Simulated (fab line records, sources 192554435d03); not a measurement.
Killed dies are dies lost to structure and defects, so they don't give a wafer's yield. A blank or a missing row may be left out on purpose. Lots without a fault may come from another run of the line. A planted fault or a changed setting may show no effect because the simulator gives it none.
fab line records | flow n5_finfet | part 1 of 2: steps 1 to 6 of 7
record lots=8 wafers=23 last_day=17
route steps=1938 shown BEOL_M4@1039 PASSIVATION@1936
lots that met no fault: from a run of the same line without faults
start_h: hours from the record's first day to the start of the lot's first wafer shown | wait_h: hours since the lot's step before | " the same as in the row above | L1.1+2: a row that stands for several wafers | - no value, or no start given | * or withheld: withheld | < > ~ a bound
route shown NAME@n: a module of which the file shows steps, and the number in the route of the first | usual: mean/standard deviation of fault-free wafers | same: alike in all rows | chamber/n: place in a boat | sites: the reading at each site | _std_site: their standard deviation | _edge_site: outer sites' mean less inner sites' | radius_mm: how far each site lies from the wafer's centre | mask NAME#n: copy n | behind: the tool/chamber that last shaped the wafer | hold: why the lot was held/for how many hours/how that ended | device: the transistor (n, p or np) that didn't switch | end of line: the same wafers' tests at the end of the route | a step without rows: its recipe alone | killed: dies lost to structure and defects at the first sort, not the wafer's yield | map: a wafer's dies, x killed, . not, _ none there
set.NAME: the setting as run; set.NAME@STEP: as run at that earlier step | model.NAME: the simulator's own value behind a step, which no gauge read
steps of the route over a sample of lots; a table a step, a row a wafer
services: from which hour (start_h, from the record's first day; less than 0 if before it) a tool's chamber was out of use, for how many hours, and why
## steps
# step N5_BEOL_M4_ETCH_63
# recipe chemistry=CF4 target=SiARC target_depth_a=156 mask_material=CAR-EUV time_s=26 ion_energy_ev=80 pressure_mtorr=40 source_w=545 bias_w=36 Ar_flow_sccm=100 cf4_flow_sccm=100 ends=cleared
# usual bias_w=36.01/0.11 cf4_flow_sccm=100.0/0.31 drypump_motor_current_A=5.7/0.47 etch_rf_on_time_s=25.8/1.1 oes_product_au=0.69/0.09 rf_vpp_V=183.9/1.3 showerhead_plenum_p_Torr=2.13/0.092 throttle_valve_pct=15.55/0.28
# columns lot.wafer tool chamber start_h wait_h bias_w cf4_flow_sccm drypump_motor_current_A etch_rf_on_time_s oes_product_au rf_hours_counter_h rf_vpp_V showerhead_plenum_p_Torr throttle_valve_pct
L811.3 rie_diel-05 3 172.35 0.0 36.06 100.1 6.0 24.9 0.71 98 185.5 2.25 15.43
L811.4 " 3 " " 35.91 99.9 6.0 25.1 0.71 - 184.5 2.25 15.45
L811.6 " 2 " " 36.21 99.2 6.2 26.0 0.63 - 183.2 2.05 15.48
L813.4 rie_diel-04 1 185.99 0.0 35.98 99.9 4.9 27.8 0.59 - 183.9 2.05 15.86
L813.5 " 2 " " 36.05 100.1 6.2 26.7 0.59 - 183.9 2.03 15.95
L813.6 " 0 " " 36.17 100.5 5.5 24.0 0.85 - 183.7 2.16 15.07
L814.2 rie_diel-05 1 200.27 0.0 36.17 100.1 6.5 26.5 0.84 2 185.0 2.27 15.51
L814.3 " 2 " " 36.08 99.6 6.2 25.8 0.63 192 184.4 2.05 15.52
L814.4 " 3 " " 35.97 99.7 5.9 25.3 0.70 111 184.9 2.24 15.44
L817.4 rie_diel-05 1 204.43 0.0 35.94 99.8 6.5 26.2 0.83 3 185.7 2.27 15.52
L817.5 " 2 " " 35.96 99.6 6.3 25.4 0.63 - 182.0 2.04 15.52
L817.6 " 3 " " 36.07 99.6 6.0 25.2 0.69 - 185.4 2.24 15.45
L827.1 rie_diel-03 1 269.28 0.0 36.00 100.4 6.0 25.9 0.63 163 183.5 2.07 16.01
L827.2 " 2 " " 35.89 100.1 5.2 25.2 0.66 156 182.4 2.06 15.64
L827.3 " 3 " " 36.12 99.9 5.3 25.8 0.59 239 184.7 2.12 15.88
L828.2 rie_diel-05 3 276.12 0.0 35.91 100.0 5.9 25.2 0.67 137 185.2 2.23 15.50
L828.4 " 0 " " 35.99 100.0 5.8 26.3 0.74 47 182.9 2.07 15.29
L828.5 " 2 " " 35.87 99.9 6.3 26.0 0.60 - 182.5 2.04 15.57
L829.2 rie_diel-05 2 276.35 0.0 36.08 100.0 6.3 26.1 0.61 219 182.2 2.04 15.58
L829.3 " 3 " " 35.88 100.1 5.9 25.5 0.68 137 185.3 2.23 15.51
L829.4 " 0 " " 36.07 100.2 5.8 26.0 0.75 47 184.4 2.07 15.29
L830.2 rie_diel-04 0 282.12 0.0 35.95 99.9 5.5 24.3 0.78 53 182.3 2.15 15.13
L830.3 " 1 " " 35.91 100.2 4.9 27.8 0.57 227 183.3 2.04 15.95
# step N5_BEOL_M4_ETCH_77
# recipe chemistry=N2/H2 target=underlayer target_depth_a=65 mask_material=CAR-EUV time_s=5.2 ion_energy_ev=200 pressure_mtorr=30 source_w=840 bias_w=150 n2_flow_sccm=200 h2_flow_sccm=200 ends=cleared
# usual bias_w=150.0/0.49 chamber_pressure_mTorr=30.00/0.038 drypump_motor_current_A=5.8/0.44 etch_rf_on_time_s=5.14/0.2 oes_product_au=0.69/0.084 rf_vpp_V=523/3.5 showerhead_plenum_p_Torr=2.53/0.12 throttle_valve_pct=17.80/0.2
# columns lot.wafer tool chamber start_h wait_h bias_w chamber_pressure_mTorr drypump_motor_current_A etch_rf_on_time_s oes_product_au rf_hours_counter_h rf_vpp_V showerhead_plenum_p_Torr throttle_valve_pct
L811.3 rie_diel-05 0 173.25 0.0 150.2 29.98 5.8 5.33 0.79 8 522 2.48 17.55
L811.4 " 0 " " 150.6 29.97 5.8 5.29 0.81 - 525 2.48 17.55
L811.6 " 3 " " 150.2 30.07 6.0 5.09 0.72 - 528 2.70 17.85
L813.4 rie_diel-04 0 186.97 0.0 150.0 30.05 5.5 4.85 0.85 - 526 2.60 17.53
L813.5 " 2 " " 150.5 29.98 6.2 5.44 0.58 - 520 2.41 18.27
L813.6 " 1 " " 149.7 30.09 4.9 5.64 0.60 - 519 2.43 18.00
L814.2 rie_diel-05 2 201.25 0.0 148.9 30.02 6.3 5.11 0.62 192 519 2.44 17.81
L814.3 " 0 " " 150.3 29.97 5.8 5.20 0.79 20 521 2.47 17.56
L814.4 " 3 " " 149.8 29.98 5.9 5.06 0.69 111 528 2.69 17.85
L817.4 rie_diel-05 0 205.31 0.0 150.2 29.98 5.8 5.25 0.78 - 523 2.47 17.59
L817.5 " 3 " " 150.7 30.07 6.0 5.05 0.68 - 529 2.69 17.86
L817.6 " 2 " " 149.8 30.03 6.3 5.13 0.62 - 520 2.44 17.84
L827.1 rie_diel-03 1 270.38 0.0 150.2 29.99 6.0 5.11 0.63 163 522 2.40 17.96
L827.2 " 3 " " 149.5 30.00 5.4 5.14 0.59 240 522 2.51 18.01
L827.3 " 2 " " 150.5 30.04 5.2 5.04 0.66 157 523 2.44 17.83
L828.2 rie_diel-05 0 277.08 0.0 149.7 29.98 5.8 5.29 0.74 47 520 2.46 17.63
L828.4 " 2 " " 150.0 30.02 6.3 5.21 0.60 220 522 2.43 17.89
L828.5 " 1 " " 149.7 29.97 6.5 5.40 0.76 - 527 2.68 17.64
L829.2 rie_diel-05 3 277.21 0.0 149.6 30.01 5.9 5.10 0.67 137 527 2.68 17.90
L829.3 " 1 " " 150.1 29.97 6.5 5.33 0.76 28 528 2.68 17.63
L829.4 " 2 " " 149.7 29.88 6.3 5.24 0.60 220 521 2.43 17.91
L830.2 rie_diel-05 1 282.98 0.0 150.3 29.99 6.5 5.30 0.75 30 527 2.68 17.64
L830.3 " 2 " " 149.4 30.00 6.3 5.23 0.60 221 521 2.43 17.87
# step N5_BEOL_M4_ETCH_69
# recipe chemistry=CF4 target=SiARC target_depth_a=156 mask_material=CAR-EUV time_s=26 ion_energy_ev=80 pressure_mtorr=40 source_w=545 bias_w=36 Ar_flow_sccm=100 cf4_flow_sccm=100 ends=cleared
# usual bias_w=36.00/0.11 cf4_flow_sccm=100.01/0.29 drypump_motor_current_A=5.8/0.44 etch_rf_on_time_s=25.6/0.94 oes_product_au=0.69/0.084 rf_vpp_V=184.0/1.4 showerhead_plenum_p_Torr=2.13/0.089 throttle_valve_pct=15.55/0.27
# columns lot.wafer tool chamber start_h wait_h bias_w cf4_flow_sccm drypump_motor_current_A etch_rf_on_time_s oes_product_au rf_hours_counter_h rf_vpp_V showerhead_plenum_p_Torr throttle_valve_pct
L811.3 rie_diel-05 0 173.27 0.0 35.95 99.92 5.8 26.5 0.81 8 183.5 2.08 15.22
L811.4 " 0 " " 35.92 100.17 5.8 26.6 0.81 - 183.9 2.08 15.23
L811.6 " 3 " " 35.98 100.38 5.9 25.3 0.71 - 184.9 2.25 15.45
L813.4 rie_diel-04 0 187.01 0.0 35.95 100.22 5.5 24.6 0.84 - 184.1 2.16 15.04
L813.5 " 2 " " 36.05 99.92 6.2 27.0 0.58 - 181.9 2.03 15.95
L813.6 " 1 " " 35.87 100.12 4.9 28.5 0.59 - 182.2 2.05 15.86
L814.2 rie_diel-05 2 201.27 0.0 - - - - - - - - -
L814.3 " 0 " " - - - - - - - - -
L814.4 " 3 " " - - - - - - - - -
L817.4 rie_diel-05 0 205.35 0.0 - - - - - - - - -
L817.5 " 3 " " - - - - - - - - -
L817.6 " 2 " " - - - - - - - - -
L827.1 rie_diel-03 1 270.39 0.0 36.18 99.90 6.0 25.6 0.63 163 183.3 2.07 16.02
L827.2 " 3 " " 35.95 99.85 5.4 25.5 0.60 240 184.7 2.12 15.86
L827.3 " 2 " " 35.98 100.27 5.1 25.1 0.66 157 181.7 2.06 15.62
L828.2 rie_diel-05 0 277.09 0.0 36.09 100.00 5.8 25.9 0.74 47 184.5 2.07 15.29
L828.4 " 2 " " 36.10 99.78 6.2 25.8 0.61 220 181.3 2.04 15.57
L828.5 " 1 " " 35.97 100.66 6.5 26.8 0.76 - 186.3 2.26 15.56
L829.2 rie_diel-05 3 277.23 0.0 36.03 100.03 5.9 25.5 0.67 137 184.3 2.23 15.51
L829.3 " 1 " " 36.13 99.95 6.4 27.0 0.75 28 185.1 2.26 15.58
L829.4 " 2 " " 36.01 99.85 6.2 26.1 0.61 220 183.2 2.04 15.57
L830.2 rie_diel-05 1 282.99 0.0 36.13 99.52 6.5 26.6 0.76 30 185.9 2.26 15.56
L830.3 " 2 " " 35.83 99.91 6.3 25.7 0.60 221 182.9 2.04 15.57
# step N5_BEOL_M4_ETCHBACK_99
# recipe chemistry=CHF3 target=SiO2 target_depth_a=50 time_s=10.4 source_w=215 bias_w=47 Ar_flow_sccm=200 CHF3_flow_sccm=12 ion_energy_ev=100 pressure_mtorr=30
# usual CHF3_flow_sccm=12.00/0.035 drypump_motor_current_A=5.7/0.47 oes_product_au=0.81/0.099 rf_vpp_V=243/6.9 showerhead_plenum_p_Torr=2.15/0.1 throttle_valve_pct=17.04/0.27
# columns lot.wafer tool chamber start_h wait_h CHF3_flow_sccm drypump_motor_current_A oes_product_au rf_hours_counter_h rf_vpp_V showerhead_plenum_p_Torr throttle_valve_pct
L811.3 rie_diel-03 3 176.07 2.6 11.98 5.4 0.72 207 238 2.11 17.05
L811.4 " 1 " " 12.02 6.0 0.77 131 241 2.09 17.48
L811.6 " 1 " " 11.95 6.0 0.78 - 240 2.09 17.48
L813.4 rie_diel-03 3 189.55 2.0 11.99 5.4 0.71 211 240 2.11 17.07
L813.5 " 1 " " 11.98 6.1 0.76 - 241 2.09 17.47
L813.6 " 0 " " 12.00 5.5 0.89 - 242 2.30 16.86
L814.2 rie_diel-03 1 203.64 2.1 12.01 6.0 0.28 141 240 2.09 17.46
L814.3 " 2 " " 12.07 5.2 0.29 131 246 2.08 17.11
L814.4 " 3 " " 11.95 5.4 0.26 216 239 2.11 17.07
L817.4 rie_diel-03 3 206.85 1.4 12.02 5.4 0.27 217 239 2.11 17.05
L817.5 " 1 " " 12.04 6.1 0.28 - 240 2.09 17.48
L817.6 " 2 " " 12.01 5.2 0.30 - 245 2.09 17.12
L827.1 rie_diel-04 3 272.24 1.7 12.06 5.3 0.92 29 246 2.30 16.88
L827.2 " 0 " " 12.04 5.5 0.91 48 237 2.17 16.61
L827.3 " 1 " " 12.03 4.9 0.69 222 251 2.04 17.32
L828.2 rie_diel-05 0 277.75 0.2 11.98 5.8 0.88 47 244 2.07 16.68
L828.4 " 1 " " 11.98 6.5 0.90 28 258 2.26 16.93
L828.5 " 3 " " 11.99 5.9 0.79 - 241 2.26 17.02
L829.2 rie_diel-05 1 278.17 0.2 11.96 6.5 0.90 28 259 2.26 16.92
L829.3 " 0 " " 12.01 5.8 0.88 48 244 2.07 16.70
L829.4 " 3 " " 12.02 6.0 0.79 138 241 2.26 17.04
L830.2 rie_diel-05 3 297.89 14.8 12.05 5.9 0.78 144 241 2.26 17.04
L830.3 " 1 " " 12.04 6.4 0.89 35 258 2.25 16.95
# step N5_BEOL_M4_TRENCH_ETCH_37
# recipe chemistry=C4F6/O2 target_depth_a=555.55 target=SiOC time_s=29.2 ion_energy_ev=250 pressure_mtorr=30 source_w=355 bias_w=185 Ar_flow_sccm=300 C4F6_flow_sccm=10 O2_flow_sccm=10
# usual C4F6_flow_sccm=10.00/0.031 O2_flow_sccm=10.00/0.033 drypump_motor_current_A=5.7/0.47 oes_product_au=0.81/0.1 rf_vpp_V=671/19 showerhead_plenum_p_Torr=2.85/0.13 throttle_valve_pct=20.82/0.26
# columns lot.wafer tool chamber start_h wait_h C4F6_flow_sccm O2_flow_sccm drypump_motor_current_A oes_product_au rf_hours_counter_h rf_vpp_V showerhead_plenum_p_Torr throttle_valve_pct
L811.3 rie_diel-03 3 - - 9.97 9.97 5.4 0.71 207 662 2.80 20.78
L811.4 " 1 " " 10.04 10.03 6.0 0.77 132 664 2.77 21.28
L811.6 " 1 " " 10.00 10.02 6.0 0.77 - 664 2.77 21.30
L813.4 rie_diel-03 3 - - 9.98 10.03 5.4 0.71 211 664 2.79 20.79
L813.5 " 1 " " 10.04 9.95 6.0 0.77 - 664 2.77 21.32
L813.6 " 0 " " 9.95 9.99 5.5 0.89 - 669 3.03 20.70
L814.2 rie_diel-03 1 - - 10.01 9.92 6.0 0.76 141 664 2.76 21.31
L814.3 " 2 " " 10.02 9.99 5.2 0.79 131 675 2.76 20.92
L814.4 " 3 " " 10.00 10.00 5.4 0.71 216 662 2.79 20.79
L817.4 rie_diel-03 3 - - 10.04 10.00 5.3 0.71 217 662 2.79 20.78
L817.5 " 1 " " 9.96 9.99 6.1 0.76 - 665 2.76 21.32
L817.6 " 2 " " 10.00 10.00 5.2 0.79 - 674 2.76 20.91
L827.1 rie_diel-04 3 - - 10.01 10.02 5.3 0.93 29 677 3.03 20.75
L827.2 " 0 " " 10.02 9.97 5.5 0.90 48 656 2.87 20.41
L827.3 " 1 " " 9.90 9.96 4.9 0.68 222 693 2.71 21.11
L828.2 rie_diel-05 0 - - 10.04 9.99 5.8 0.88 48 675 2.74 20.47
L828.4 " 1 " " 9.98 10.02 6.5 0.91 28 716 2.98 20.75
L828.5 " 3 " " 10.02 10.01 5.9 0.78 - 666 2.98 20.82
L829.2 rie_diel-05 1 - - 9.93 10.01 6.5 0.90 28 716 2.98 20.73
L829.3 " 0 " " 9.99 10.03 5.8 0.87 48 675 2.74 20.46
L829.4 " 3 " " 10.01 9.99 6.0 0.78 138 666 2.98 20.84
L830.2 rie_diel-05 3 - - 9.99 9.94 6.0 0.78 144 666 2.98 20.84
L830.3 " 1 " " 9.96 10.01 6.5 0.89 35 716 2.98 20.74
# step N5_BEOL_M4_RC_MEAS_101
# usual DIBL_N=35.0/2.4 DIBL_P=35.4/2.8 IOFF_N=0.14/0.045 IOFF_P=0.20/0.048 ION_N=667/19 ION_P=460/11 SS_N=71.2/0.71 SS_P=73.1/0.86 VT_N=252/4.6 VT_P=-251/3.4
# columns lot.wafer tool chamber start_h wait_h DIBL_N[mV/V] DIBL_P[mV/V] IOFF_N[nA/um] IOFF_P[nA/um] ION_N[uA/um] ION_P[uA/um] SS_N[mV/dec] SS_P[mV/dec] VT_N[mV] VT_P[mV]
L811.3 prober-02 0 182.25 0.3 37.4 38.2 0.21 0.25 689 473 72.0 73.7 246 -248
L811.4 " 0 " " 37.7 37.8 0.21 0.24 677 462 71.7 74.5 246 -248
L811.6 " 0 " " 38.5 39.6 0.21 0.27 676 464 71.7 74.2 247 -248
L813.4 prober-02 0 196.19 0.5 34.8 34.9 0.17 0.21 677 460 71.0 72.8 250 -250
L813.5 " 0 " " 33.5 33.0 0.13 0.18 674 463 71.2 72.3 253 -250
L813.6 " 0 " " 35.7 36.4 0.19 0.23 686 464 71.5 73.9 247 -249
L827.1 prober-02 0 276.89 0.3 39.2 41.4 0.22 0.33 688 483 71.9 74.8 243 -246
L827.2 " 0 " " 34.4 30.3 0.11 0.14 631 437 71.8 72.3 258 -258
L827.3 " 0 " " 37.5 36.4 0.17 0.21 666 456 71.4 74.4 249 -252
L828.2 prober-01 0 282.32 0.2 31.2 31.0 0.07 0.13 635 448 70.2 72.3 263 -256
L828.4 " 0 " " 35.9 34.0 0.13 0.16 634 435 71.8 72.8 257 -255
L828.5 " 0 " " 32.0 33.4 0.08 0.18 628 445 71.0 72.4 260 -252
L829.2 prober-02 0 283.82 0.2 33.8 35.2 0.10 0.16 665 462 71.1 72.1 259 -256
L829.3 " 0 " " 37.8 39.5 0.16 0.23 661 454 72.3 73.1 252 -250
L829.4 " 0 " " 33.6 34.3 0.10 0.16 664 458 72.0 72.7 258 -255
L830.2 prober-02 0 302.41 0.2 33.1 36.2 0.12 0.18 654 457 71.3 72.9 253 -251
L830.3 " 0 " " 36.3 39.3 0.19 0.23 702 479 72.0 74.1 243 -248
## key
first_sign step=N5_BEOL_M4_ETCH_69 reading=tool_record direction=missing
effect step=N5_BEOL_M4_ETCHBACK_99 reading=oes_product_au direction=down sigmas=5.3 usual=0.81 struck=0.28
effect step=N5_PASSIVATION_PROBE_49 reading=killed_at_M4_up direction=up sigmas=99+ usual=14 struck=1091
more_kills_born_at N5_BEOL_M4_ETCH_69@rie_diel-05=6451
met_at N5_BEOL_M4_ETCH_69
struck_lots L814,L817
later_rows_left_out L814.2,L814.3,L814.4,L817.4,L817.5,L817.6
not_acting_at N5_BEOL_M4_ETCH_63,N5_BEOL_M4_ETCH_77,N5_BEOL_M4_TRENCH_ETCH_37
onset_between 173.27 201.27
fault kind=skipped_step_whole tool=rie_diel-05 chamber=- onset_h=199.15 steps=N5_BEOL_M4_ETCH_69 scope=struck_lots_only
# later_rows_left_out: the simulator's readings of these wafers behind a module that went badly wrong aren't trusted and aren't shown, but for the sort
